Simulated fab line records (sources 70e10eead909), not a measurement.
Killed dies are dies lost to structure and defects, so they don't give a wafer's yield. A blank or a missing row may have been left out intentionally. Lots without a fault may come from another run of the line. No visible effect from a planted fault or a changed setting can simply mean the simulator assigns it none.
Which tool was responsible? ; flow nand-harc ; 6 lots with 18 wafers sampled at 2 steps, on a route of 1159 steps

WHAT THE GAUGES READ, wafer by wafer
NHARC_P_M0_OVL_MEAS_10: pitch 180 nm.
lot;measured;on;overlay-x-nm (nm)
L847;day 6 05:46;overlay-01;0.2 -0.2 -0.6
L855;day 8 03:16;overlay-02;0.2 0.5 0.4
L860;day 9 02:16;overlay-02;-0.7 -1.0 -0.3
L863;day 10 04:13;overlay-01;-0.6 -0.9 -0.3
L867;day 11 05:40;overlay-02;0.8 1.4 1.5
L869;day 11 07:55;overlay-01;0.8 -0.1 0.3

WHICH TOOL RAN EACH LOT (tool, then ch and the chambers of the sampled wafers, then the start)
lot;NHARC_P_CONTACT_ALD_22
L847;ald-metal-01 ch 0,2,3, day 5 19:29
L855;ald-metal-02 ch 0,1,2, day 7 20:18
L860;ald-metal-03 ch 0,1,3, day 8 23:59
L863;ald-metal-01 ch 1,2, day 10 00:05
L867;ald-metal-02 ch 0,1,2, day 10 20:57
L869;ald-metal-02 ch 0,1,2, day 11 05:41
- NHARC_P_CONTACT_ALD_22: deposits TiN, target thk 3 nm, pulse time 1 s, ald cycles 150.

THE ANSWER, worked out from the rows above alone
Rule: the usual values come from the lots themselves. The widest of any qualifying gaps counts: lots, ordered by their means at a reading, are off when they make up no more than a third of the lots, leave a main group of 4 or more, and stand apart from it by 3 or more times the standard deviation of that group's means. If all means in a main group match to the digits the tables above print for the reading, that group is not used. Also off: a lot with no number at a reading for which 4 or more lots have one. All remaining lots with rows at the step are treated as sound.
No lot is off at any reading shown: from this, nothing can be told.

WHAT HAD BEEN PUT IN BY THE SIMULATOR
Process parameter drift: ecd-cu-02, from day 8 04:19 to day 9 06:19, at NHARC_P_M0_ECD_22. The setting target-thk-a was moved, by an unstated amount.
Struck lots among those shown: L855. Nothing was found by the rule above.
